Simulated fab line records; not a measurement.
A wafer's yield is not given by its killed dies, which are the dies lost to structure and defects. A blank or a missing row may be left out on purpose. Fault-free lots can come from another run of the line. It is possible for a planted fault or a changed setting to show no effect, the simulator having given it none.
fab line records	flow n5Finfet
record lots=24	wafers=72	lastDay=20
route steps=1938 shown BEOL_M2@882 BEOL_M3@933
lots that met no fault: taken from a fault-free run of the same line
startH: hours from the record's opening day to when the first of the lot's shown wafers began	waitH: hours from the lot's prior step to this one	" unchanged from the row above	L1.1+2: one row covering several wafers at once	- value missing, or start not given	* or withheld: withheld	< > ~ a bound
route shown NAME@n: names a module that has steps shown in the file, with the first one's number in the route	usual: mean/standard deviation taken from wafers without a fault	same: alike in all rows	chamber/n: place in a boat	sites: per-site readings	_std_site: how widely they spread, as a standard deviation	_edge_site: outer sites' mean less inner sites'	radiusMm: for every site, how far away it sits from the centre of the wafer	mask NAME#n: copy n	behind: the last tool/chamber to shape the wafer	hold: cause of the lot's hold/its duration in hours/its outcome	device: the transistor (n, p or np) that didn't switch	end of line: at the end of the route, the tests of the same wafers	a step without rows: its recipe alone	killed: the dies lost at the first sort to structure and to defects; this is not the yield of the wafer	map: shows each die of a wafer: x if killed, . if not, _ if none is there
set.NAME: the setting as run; set.NAME@STEP: as run at that earlier step	model.NAME: the simulator's own value behind a step, which no gauge read
route steps across a sampled set of lots; one table per step, one row per wafer
services: the hour from which a tool's chamber was out of use, counted from the record's first day as startH (under 0 if before that day), plus the number of hours and why
## steps
# step N5_BEOL_M2_ALD_98
# recipe material=SiO2	targetThkA=25	tempC=100	aldPrecursorFamily=BDEAS	aldCoReactant=O2-plasma	pulseTimeS=1	coReactantPulseTimeS=1	purgeTimeS=2	coReactantPurgeTimeS=2	aldCycles=17	pressureTorr=2
# usual heaterPowerW=74/9.6	precursorPulseHeightRel=1.002/0.02
# same aldCycles=17
lot.wafer	tool	chamber	startH	waitH	heaterPowerW	precursorPulseHeightRel
L074.3	aldSin-04	3	149.60	0.5	70	0.983
L074.4	"	2	"	"	67	1.029
L074.5	"	0	"	"	62	1.003
L076.1	aldSin-02	3	168.94	0.1	71	0.990
L076.4	"	0	"	"	70	0.983
L076.6	"	3	"	"	73	0.991
L075.2	aldSin-04	0	172.51	0.2	62	1.018
L075.4	"	3	"	"	71	1.026
L075.6	"	0	"	"	62	0.982
L077.1	aldSin-02	1	173.44	0.1	88	0.985
L077.2	"	2	"	"	62	1.012
L077.5	"	2	"	"	61	0.990
L078.1	aldSin-04	2	177.02	0.1	69	0.998
L078.3	"	3	"	"	70	0.985
L078.4	"	1	"	"	71	1.000
L080.1	aldSin-02	3	190.59	1.0	71	1.002
L080.2	"	1	"	"	91	1.036
L080.5	"	2	"	"	60	1.025
L081.1	aldSin-04	2	191.29	0.1	68	0.996
L081.3	"	3	"	"	72	0.980
L081.4	"	1	"	"	71	1.018
L082.3	aldSin-04	1	198.55	0.1	70	1.012
L082.5	"	1	"	"	71	0.985
L082.6	"	2	"	"	68	0.974
L083.1	aldSin-03	2	206.10	0.1	96	1.016
L083.5	"	3	"	"	78	0.999
L083.6	"	2	"	"	94	0.996
L084.3	aldSin-02	2	206.95	0.1	60	1.000
L084.5	"	0	"	"	73	1.008
L084.6	"	3	"	"	71	1.006
L085.3	aldSin-03	2	211.59	0.1	98	1.032
L085.4	"	1	"	"	84	1.014
L085.6	"	0	"	"	73	0.991
L086.2	aldSin-03	3	222.00	0.5	77	1.035
L086.3	"	2	"	"	96	0.971
L086.6	"	2	"	"	99	0.996
L087.3	aldSin-04	3	222.42	0.1	72	0.994
L087.4	"	2	"	"	68	1.016
L087.6	"	2	"	"	67	0.991
L088.3	aldSin-03	0	231.33	0.1	72	0.996
L088.5	"	2	"	"	100	0.985
L088.6	"	3	"	"	79	0.989
L089.2	aldSin-03	3	231.70	0.1	80	0.981
L089.4	"	0	"	"	75	1.000
L089.5	"	3	"	"	78	1.008
L090.2	aldSin-04	2	240.46	0.4	66	1.008
L090.4	"	3	"	"	72	0.981
L090.5	"	3	"	"	72	0.982
L091.1	aldSin-03	3	250.56	0.1	78	0.992
L091.3	"	2	"	"	97	1.000
L091.4	"	1	"	"	81	1.021
L092.2	aldSin-03	3	250.83	0.1	79	1.012
L092.3	"	1	"	"	83	0.996
L092.4	"	0	"	"	74	0.977
L093.3	aldSin-02	3	259.87	0.6	71	1.001
L093.5	"	3	"	"	71	0.981
L093.6	"	0	"	"	74	1.013
L095.1	aldSin-03	0	271.72	0.3	74	0.986
L095.4	"	3	"	"	79	0.988
L095.6	"	0	"	"	74	1.014
L079.1	aldSin-04	2	276.44	0.1	69	1.021
L079.2	"	1	"	"	70	1.019
L079.6	"	3	"	"	71	1.003
L097.1	aldSin-03	2	278.55	1.4	100	1.022
L097.2	"	1	"	"	83	0.977
L097.6	"	3	"	"	79	1.046
L096.1	aldSin-04	0	282.92	0.1	63	0.999
L096.3	"	2	"	"	69	0.990
L096.6	"	0	"	"	64	0.995
L094.1	aldSin-04	0	289.04	0.1	64	1.018
L094.2	"	2	"	"	68	1.020
L094.6	"	2	"	"	68	0.980
# step N5_BEOL_M2_VIA_ETCH_34
# recipe chemistry=C4F6/O2	targetDepthA=694	maskMaterial=SOC	pressureMtorr=15	ionEnergyEv=250	taperDeg=4	timeS=65.9	sourceW=350	biasW=170	Ar_flow_sccm=300	C4F6_flow_sccm=10	O2_flow_sccm=10
# usual drypumpMotorCurrentA=5.8/0.45	oesProductAu=0.75/0.077	rfVppV=669/5.1	showerheadPlenumPTorr=2.85/0.049	throttleValvePct=30.73/0.19
lot.wafer	tool	chamber	startH	waitH	drypumpMotorCurrentA	oesProductAu	rfHoursCounterH	rfVppV	showerheadPlenumPTorr	throttleValvePct
L074.3	rieDiel-02	1	170.61	0.0	5.7	0.73	170	675	2.85	30.96
L074.4	"	3	"	"	5.8	0.70	222	676	2.91	30.74
L074.5	"	0	"	"	6.2	0.87	-	672	2.88	30.66
L075.2	rieDiel-02	1	200.58	0.0	5.7	0.73	182	675	2.84	30.97
L075.4	"	2	"	"	4.9	0.73	167	673	2.84	30.97
L075.6	"	2	"	"	4.9	0.74	-	673	2.84	30.98
L076.1	rieDiel-04	2	200.61	0.0	6.2	0.74	191	668	2.82	30.59
L076.4	"	1	"	"	5.4	0.70	216	673	2.93	30.72
L076.6	"	1	"	"	5.3	0.70	-	673	2.93	30.72
L077.1	rieDiel-04	1	203.81	0.0	5.3	0.69	217	672	2.93	30.72
L077.2	"	3	"	"	5.4	0.67	225	654	2.93	30.95
L077.5	"	0	"	"	6.0	0.67	-	665	2.80	30.48
L078.1	rieDiel-02	2	206.33	0.0	4.8	0.73	170	674	2.84	30.98
L078.3	"	1	"	"	5.7	0.72	185	675	2.84	30.96
L078.4	"	0	"	"	6.2	0.83	69	673	2.87	30.65
L081.1	rieDiel-02	2	220.99	0.0	4.9	0.72	178	674	2.83	30.98
L081.3	"	0	"	"	6.2	0.83	75	672	2.87	30.68
L081.4	"	2	"	"	4.9	0.73	-	671	2.83	31.00
L080.1	rieDiel-04	2	221.97	0.0	6.3	0.73	199	668	2.81	30.58
L080.2	"	0	"	"	6.0	0.66	241	664	2.80	30.49
L080.5	"	1	"	"	5.4	0.68	-	674	2.93	30.74
L082.3	rieDiel-05	1	224.59	0.0	6.3	0.84	57	670	2.77	30.45
L082.5	"	1	"	"	6.3	0.84	-	669	2.77	30.44
L082.6	"	2	"	"	5.7	0.70	-	666	2.82	30.58
L083.1	rieDiel-02	1	227.18	0.0	5.6	0.72	192	675	2.84	30.96
L083.5	"	0	"	"	6.2	0.82	-	673	2.87	30.69
L083.6	"	1	"	"	5.7	0.72	-	674	2.84	30.98
L084.3	rieDiel-05	0	230.29	0.0	6.1	0.74	150	663	2.85	30.83
L084.5	"	0	"	"	6.1	0.74	-	663	2.85	30.83
L084.6	"	3	"	"	5.5	0.73	-	666	2.94	30.60
L085.3	rieDiel-02	3	237.53	0.0	5.8	0.69	250	675	2.90	30.78
L085.4	"	0	"	"	6.2	0.83	82	673	2.87	30.68
L085.6	"	3	"	"	5.8	0.69	-	675	2.90	30.78
L086.2	rieDiel-05	1	245.75	0.0	6.3	0.83	64	671	2.77	30.45
L086.3	"	2	"	"	5.7	0.70	222	664	2.82	30.61
L086.6	"	1	"	"	6.4	0.83	-	669	2.77	30.46
L087.3	rieDiel-05	3	248.49	0.0	5.5	0.73	194	665	2.94	30.60
L087.4	"	1	"	"	6.3	0.83	65	669	2.76	30.44
L087.6	"	3	"	"	5.5	0.72	-	666	2.94	30.60
L092.2	rieDiel-02	2	251.21	0.0	4.9	0.72	194	672	2.82	31.00
L092.3	"	0	"	"	6.2	0.82	90	673	2.86	30.70
L092.4	"	0	"	"	6.2	0.82	-	672	2.86	30.68
L088.3	rieDiel-02	2	258.64	0.0	4.9	0.70	198	671	2.82	31.02
L088.5	"	2	"	"	4.9	0.71	-	673	2.82	31.01
L088.6	"	1	"	"	5.7	0.70	-	674	2.83	30.99
L089.2	rieDiel-05	1	261.17	0.0	6.3	0.82	69	671	2.76	30.45
L089.4	"	0	"	"	6.1	0.72	160	663	2.84	30.85
L089.5	"	0	"	"	6.1	0.72	-	665	2.84	30.85
L090.2	rieDiel-04	2	268.48	0.0	6.2	0.71	218	666	2.81	30.60
L090.4	"	1	"	"	5.3	0.67	244	673	2.92	30.76
L090.5	"	1	"	"	5.3	0.67	-	674	2.92	30.74
L091.1	rieDiel-04	1	274.86	0.0	5.3	0.67	246	673	2.91	30.75
L091.3	"	0	"	"	6.0	0.95	4	666	2.79	30.34
L091.4	"	0	"	"	6.0	0.94	-	666	2.79	30.36
L093.3	rieDiel-05	1	286.78	0.0	6.3	0.82	78	669	2.76	30.47
L093.5	"	1	"	"	6.3	0.82	-	669	2.76	30.46
L093.6	"	0	"	"	6.1	0.72	-	663	2.84	30.84
L095.1	rieDiel-02	2	291.96	0.0	4.9	0.70	212	673	2.82	31.03
L095.4	"	1	"	"	5.7	0.70	222	674	2.82	31.01
L095.6	"	3	"	"	5.8	0.95	-	667	2.90	30.59
L079.1	rieDiel-02	2	296.63	0.0	4.9	0.70	214	672	2.82	31.02
L079.2	"	1	"	"	5.7	0.70	223	674	2.82	31.01
L079.6	"	0	"	"	6.2	0.80	-	672	2.85	30.70
L097.1	rieDiel-02	2	301.25	0.0	4.9	0.70	215	673	2.82	31.04
L097.2	"	3	"	"	5.8	0.94	13	668	2.90	30.58
L097.6	"	2	"	"	4.9	0.70	-	674	2.82	31.02
L096.1	rieDiel-04	0	305.53	0.0	6.0	0.91	14	667	2.79	30.36
L096.3	"	3	"	"	5.3	0.97	7	653	2.92	30.81
L096.6	"	0	"	"	6.0	0.91	-	665	2.79	30.35
L094.1	rieDiel-05	2	305.57	0.0	5.7	0.69	242	665	2.81	30.61
L094.2	"	0	"	"	6.1	0.71	174	662	2.83	30.85
L094.6	"	2	"	"	5.7	0.69	-	664	2.81	30.63
# step N5_BEOL_M2_CD_MEAS_35
# recipe targetCdNm=18	targetCdYNm=22.2	polarity=opening
# usual cdNm=18.07/0.29
lot.wafer	tool	chamber	startH	waitH	cdNm
L074.3	cdSem-01	-	171.02	0.0	17.57
L074.4	"	-	"	"	17.91
L074.5	"	-	"	"	17.76
L075.2	cdSem-02	-	200.99	0.0	18.10
L075.4	"	-	"	"	18.18
L075.6	"	-	"	"	18.10
L076.1	cdSem-01	-	201.02	0.0	17.88
L076.4	"	-	"	"	17.76
L076.6	"	-	"	"	17.68
L077.1	cdSem-01	-	204.22	0.0	18.44
L077.2	"	-	"	"	17.86
L077.5	"	-	"	"	18.10
L078.1	cdSem-01	-	206.77	0.0	18.01
L078.3	"	-	"	"	18.14
L078.4	"	-	"	"	18.14
L081.1	cdSem-01	-	221.40	0.0	17.97
L081.3	"	-	"	"	17.79
L081.4	"	-	"	"	18.31
L080.1	cdSem-03	-	222.37	0.0	18.18
L080.2	"	-	"	"	18.54
L080.5	"	-	"	"	18.20
L082.3	cdSem-03	-	225.01	0.0	17.87
L082.5	"	-	"	"	18.08
L082.6	"	-	"	"	18.11
L083.1	cdSem-03	-	227.59	0.0	17.64
L083.5	"	-	"	"	17.61
L083.6	"	-	"	"	17.54
L084.3	cdSem-02	-	230.70	0.0	17.91
L084.5	"	-	"	"	17.56
L084.6	"	-	"	"	18.44
L085.3	cdSem-03	-	237.94	0.0	17.81
L085.4	"	-	"	"	17.58
L085.6	"	-	"	"	18.33
L086.2	cdSem-02	-	246.16	0.0	17.71
L086.3	"	-	"	"	17.99
L086.6	"	-	"	"	17.63
L087.3	cdSem-02	-	248.91	0.0	18.30
L087.4	"	-	"	"	18.04
L087.6	"	-	"	"	18.64
L092.2	cdSem-01	-	251.63	0.0	18.44
L092.3	"	-	"	"	17.58
L092.4	"	-	"	"	17.66
L088.3	cdSem-02	-	259.05	0.0	17.84
L088.5	"	-	"	"	17.76
L088.6	"	-	"	"	18.20
L089.2	cdSem-02	-	261.58	0.0	18.27
L089.4	"	-	"	"	18.26
L089.5	"	-	"	"	17.77
L090.2	cdSem-01	-	268.88	0.0	17.87
L090.4	"	-	"	"	18.04
L090.5	"	-	"	"	18.37
L091.1	cdSem-03	-	275.28	0.0	17.86
L091.3	"	-	"	"	17.97
L091.4	"	-	"	"	18.15
L093.3	cdSem-02	-	287.19	0.0	18.19
L093.5	"	-	"	"	17.77
L093.6	"	-	"	"	17.75
L095.1	cdSem-03	-	292.37	0.0	18.25
L095.4	"	-	"	"	18.53
L095.6	"	-	"	"	18.51
L079.1	cdSem-01	-	297.05	0.0	18.03
L079.2	"	-	"	"	17.88
L079.6	"	-	"	"	17.90
L097.1	cdSem-03	-	301.66	0.0	18.71
L097.2	"	-	"	"	18.43
L097.6	"	-	"	"	18.01
L096.1	cdSem-03	-	305.94	0.0	17.82
L096.3	"	-	"	"	17.83
L096.6	"	-	"	"	18.37
L094.1	cdSem-02	-	306.01	0.0	18.17
L094.2	"	-	"	"	18.55
L094.6	"	-	"	"	18.50
# step N5_BEOL_M2_ANNEAL_49
# recipe tempC=400	timeS=240	ambient=vacuum
# usual heaterPowerW=834/76
lot.wafer	tool	chamber	startH	waitH	heaterPowerW
L074.3	pvdSputter-03	-	172.33	0.0	738
L074.4	"	-	"	"	895
L074.5	"	-	"	"	758
L075.2	pvdSputter-01	-	201.81	0.0	915
L075.4	"	-	"	"	720
L075.6	"	-	"	"	931
L076.1	pvdSputter-02	-	201.89	0.0	859
L076.4	"	-	"	"	758
L076.6	"	-	"	"	838
L077.1	pvdSputter-03	-	205.39	0.0	920
L077.2	"	-	"	"	730
L077.5	"	-	"	"	892
L078.1	pvdSputter-01	-	208.04	0.0	940
L078.3	"	-	"	"	827
L078.4	"	-	"	"	946
L081.1	pvdSputter-01	-	222.58	0.0	730
L081.3	"	-	"	"	919
L081.4	"	-	"	"	813
L080.1	pvdSputter-03	-	223.16	0.0	907
L080.2	"	-	"	"	736
L080.5	"	-	"	"	729
L082.3	pvdSputter-01	-	225.94	0.0	923
L082.5	"	-	"	"	737
L082.6	"	-	"	"	819
L083.1	pvdSputter-01	-	228.61	0.0	741
L083.5	"	-	"	"	744
L083.6	"	-	"	"	919
L084.3	pvdSputter-03	-	231.68	0.0	728
L084.5	"	-	"	"	768
L084.6	"	-	"	"	880
L085.3	pvdSputter-01	-	238.66	0.0	938
L085.4	"	-	"	"	831
L085.6	"	-	"	"	929
L086.2	pvdSputter-03	-	247.17	0.0	751
L086.3	"	-	"	"	924
L086.6	"	-	"	"	913
L087.3	pvdSputter-03	-	249.74	0.0	916
L087.4	"	-	"	"	738
L087.6	"	-	"	"	748
L092.2	pvdSputter-02	-	252.76	0.0	827
L092.3	"	-	"	"	765
L092.4	"	-	"	"	827
L088.3	pvdSputter-02	-	259.91	0.0	824
L088.5	"	-	"	"	805
L088.6	"	-	"	"	840
L089.2	pvdSputter-02	-	263.15	0.0	858
L089.4	"	-	"	"	765
L089.5	"	-	"	"	769
L090.2	pvdSputter-03	-	269.96	0.0	736
L090.4	"	-	"	"	886
L090.5	"	-	"	"	732
L091.1	pvdSputter-03	-	276.46	0.0	867
L091.3	"	-	"	"	743
L091.4	"	-	"	"	900
L093.3	pvdSputter-02	-	288.25	0.0	845
L093.5	"	-	"	"	757
L093.6	"	-	"	"	838
L095.1	pvdSputter-01	-	293.34	0.0	724
L095.4	"	-	"	"	907
L095.6	"	-	"	"	712
L079.1	pvdSputter-01	-	298.30	0.0	938
L079.2	"	-	"	"	814
L079.6	"	-	"	"	924
L097.1	pvdSputter-03	-	302.80	0.0	892
L097.2	"	-	"	"	743
L097.6	"	-	"	"	744
L096.1	pvdSputter-02	-	307.02	0.0	846
L096.3	"	-	"	"	842
L096.6	"	-	"	"	855
L094.1	pvdSputter-01	-	307.30	0.0	825
L094.2	"	-	"	"	914
L094.6	"	-	"	"	938
# step N5_BEOL_M2_PRE_CLEAN_60
# recipe gas=NH3/H2	timeS=15	tempC=*	rfPowerW=300
# usual heaterPowerW=90/6.5
lot.wafer	tool	chamber	startH	waitH	heaterPowerW
L074.3	cvdCo-01	2	174.87	0.1	88
L074.4	"	1	"	"	90
L074.5	"	2	"	"	86
L075.2	cvdCo-01	0	204.33	0.0	93
L075.4	"	2	"	"	90
L075.6	"	1	"	"	89
L076.1	cvdCo-01	1	204.68	0.0	90
L076.4	"	0	"	"	92
L076.6	"	2	"	"	87
L077.1	cvdCo-01	1	208.47	0.0	89
L077.2	"	0	"	"	93
L077.5	"	1	"	"	92
L078.1	cvdCo-01	2	210.72	0.0	89
L078.3	"	1	"	"	90
L078.4	"	0	"	"	95
L081.1	cvdCo-02	2	225.08	0.0	80
L081.3	"	0	"	"	103
L081.4	"	1	"	"	91
L080.1	cvdCo-01	0	225.68	0.0	92
L080.2	"	1	"	"	88
L080.5	"	1	"	"	92
L082.3	cvdCo-01	0	228.52	0.0	93
L082.5	"	1	"	"	90
L082.6	"	0	"	"	95
L083.1	cvdCo-01	1	231.22	0.0	90
L083.5	"	0	"	"	94
L083.6	"	1	"	"	89
L084.3	cvdCo-02	2	234.18	0.0	80
L084.5	"	2	"	"	81
L084.6	"	1	"	"	91
L085.3	cvdCo-02	0	241.17	0.0	104
L085.4	"	2	"	"	81
L085.6	"	1	"	"	88
L086.2	cvdCo-02	0	249.81	0.0	104
L086.3	"	1	"	"	91
L086.6	"	0	"	"	103
L087.3	cvdCo-02	1	252.34	0.1	91
L087.4	"	1	"	"	87
L087.6	"	0	"	"	102
L092.2	cvdCo-02	2	255.28	0.0	80
L092.3	"	0	"	"	106
L092.4	"	1	"	"	92
L088.3	cvdCo-01	0	262.41	0.0	94
L088.5	"	2	"	"	89
L088.6	"	0	"	"	98
L089.2	cvdCo-02	0	265.65	0.0	106
L089.4	"	0	"	"	105
L089.5	"	1	"	"	89
L090.2	cvdCo-01	2	272.47	0.0	90
L090.4	"	2	"	"	87
L090.5	"	1	"	"	90
L091.1	cvdCo-01	0	278.98	0.0	93
L091.3	"	2	"	"	89
L091.4	"	0	"	"	93
L093.3	cvdCo-01	0	290.75	0.0	95
L093.5	"	0	"	"	93
L093.6	"	1	"	"	89
L095.1	cvdCo-02	1	295.85	0.0	89
L095.4	"	1	"	"	89
L095.6	"	2	"	"	81
L079.1	cvdCo-02	1	300.81	0.0	88
L079.2	"	2	"	"	81
L079.6	"	2	"	"	81
L097.1	cvdCo-02	2	305.31	0.0	81
L097.2	"	1	"	"	92
L097.6	"	1	"	"	90
L096.1	cvdCo-01	0	309.53	0.0	98
L096.3	"	1	"	"	90
L096.6	"	1	"	"	91
L094.1	cvdCo-02	2	310.04	0.0	80
L094.2	"	1	"	"	91
L094.6	"	2	"	"	80
# step N5_BEOL_M3_PECVD_72
# recipe material=SiO2	targetThkA=160	tempC=400	precursor=TEOS/O2	pressureTorr=5.5	rfW=450	teosFlowSccm=53.8	gas=O2	flowSccm=3000	timeS=18
# usual heaterPowerW=748/94	showerheadPlenumPTorr=8.78/0.054	throttleValvePct=22.1/0.69
lot.wafer	tool	chamber	startH	waitH	heaterPowerW	showerheadPlenumPTorr	throttleValvePct
L074.3	pecvd-03	1	175.30	0.0	737	8.86	22.1
L074.4	"	0	"	"	685	8.86	22.1
L074.5	"	1	"	"	690	8.85	22.0
L075.2	pecvd-04	1	204.75	0.0	791	8.80	23.1
L075.4	"	0	"	"	691	8.77	22.3
L075.6	"	2	"	"	747	8.75	22.0
L076.1	pecvd-04	1	205.08	0.0	901	8.80	22.9
L076.4	"	2	"	"	741	8.75	21.8
L076.6	"	1	"	"	897	8.78	22.8
L077.1	pecvd-03	1	208.89	0.0	610	8.86	22.0
L077.2	"	0	"	"	637	8.87	22.2
L077.5	"	0	"	"	630	8.87	22.4
L078.1	pecvd-03	0	211.14	0.0	554	8.85	22.1
L078.3	"	1	"	"	704	8.85	22.0
L078.4	"	0	"	"	563	8.87	22.1
L081.1	pecvd-04	2	225.50	0.0	674	8.76	21.9
L081.3	"	0	"	"	727	8.79	22.4
L081.4	"	0	"	"	710	8.76	22.6
L080.1	pecvd-04	1	226.07	0.0	926	8.78	22.8
L080.2	"	2	"	"	760	8.75	21.7
L080.5	"	2	"	"	767	8.75	21.7
L082.3	pecvd-04	0	228.91	0.0	731	8.79	22.1
L082.5	"	0	"	"	698	8.79	22.4
L082.6	"	1	"	"	818	8.78	22.9
L083.1	pecvd-04	2	231.64	0.0	763	8.76	21.7
L083.5	"	2	"	"	763	8.76	21.8
L083.6	"	1	"	"	907	8.82	22.7
L084.3	pecvd-03	1	234.57	0.0	629	8.88	22.3
L084.5	"	2	"	"	872	8.73	20.7
L084.6	"	0	"	"	670	8.85	22.4
L085.3	pecvd-01	2	241.56	0.0	661	8.72	20.9
L085.4	"	2	"	"	682	8.71	21.1
L085.6	"	0	"	"	781	8.77	21.7
L086.2	pecvd-01	1	250.20	0.0	788	8.72	23.2
L086.3	"	0	"	"	787	8.80	21.6
L086.6	"	1	"	"	809	8.71	23.4
L087.3	pecvd-01	2	252.73	0.0	726	8.72	21.0
L087.4	"	1	"	"	878	8.69	23.1
L087.6	"	0	"	"	703	8.80	21.6
L092.2	pecvd-04	1	255.69	0.0	894	8.79	23.0
L092.3	"	2	"	"	766	8.74	21.9
L092.4	"	0	"	"	613	8.77	22.7
L088.3	pecvd-01	0	262.80	0.0	785	8.79	21.5
L088.5	"	0	"	"	799	8.79	21.4
L088.6	"	1	"	"	826	8.71	22.9
L089.2	pecvd-01	1	266.04	0.0	895	8.73	23.3
L089.4	"	0	"	"	778	8.80	21.5
L089.5	"	1	"	"	901	8.70	23.0
L090.2	pecvd-03	2	272.86	0.0	927	8.73	20.6
L090.4	"	0	"	"	654	8.83	22.4
L090.5	"	1	"	"	638	8.85	22.0
L091.1	pecvd-03	2	279.37	0.0	863	8.75	20.8
L091.3	"	1	"	"	729	8.85	21.9
L091.4	"	0	"	"	658	8.87	22.4
L093.3	pecvd-03	0	291.14	0.0	608	8.86	22.7
L093.5	"	2	"	"	815	8.74	20.7
L093.6	"	0	"	"	607	8.87	22.4
L095.1	pecvd-01	2	296.24	0.0	758	8.72	21.0
L095.4	"	0	"	"	762	8.83	21.7
L095.6	"	1	"	"	826	8.71	23.0
L079.1	pecvd-03	2	301.25	0.0	866	8.74	21.2
L079.2	"	0	"	"	676	8.85	22.3
L079.6	"	2	"	"	894	8.77	20.8
L097.1	pecvd-04	1	305.75	0.0	796	8.80	23.1
L097.2	"	2	"	"	718	8.76	22.0
L097.6	"	2	"	"	715	8.75	22.0
L096.1	pecvd-03	2	309.92	0.0	762	8.77	21.3
L096.3	"	1	"	"	722	8.85	22.2
L096.6	"	1	"	"	718	8.86	22.3
L094.1	pecvd-04	0	310.51	0.0	698	8.75	22.3
L094.2	"	1	"	"	900	8.75	22.9
L094.6	"	0	"	"	723	8.76	22.4
## services
tool	chamber	startH	hours	kind
aldSin-03	2	127.32	6.2	repair
pecvd-01	0	131.24	13.8	repair
aldSin-04	-	133.53	6.0	pm
rieDiel-04	1	137.43	26.9	repair
aldSin-03	-	138.77	1.3	repair
rieDiel-04	-	140.31	15.6	pm
pvdSputter-02	-	143.09	2.5	repair
cvdCo-01	0	165.28	16.0	repair
aldSin-03	-	176.96	14.0	pm
cvdCo-01	-	178.26	0.5	repair
rieDiel-02	-	187.57	0.5	repair
aldSin-03	-	190.96	6.0	pm
rieDiel-05	1	217.15	4.6	repair
rieDiel-02	1	217.15	5.2	repair
rieDiel-04	3	230.56	7.6	repair
pecvd-01	-	242.61	1.4	repair
pecvd-01	1	252.95	6.0	repair
rieDiel-04	2	263.68	2.8	repair
pecvd-04	2	280.44	5.3	repair
aldSin-03	-	290.39	0.3	repair
aldSin-03	0	295.38	20.7	repair
cvdCo-02	0	299.90	16.5	repair
rieDiel-05	1	302.74	4.3	repair
rieDiel-02	2	303.28	3.9	repair
## key
fault none
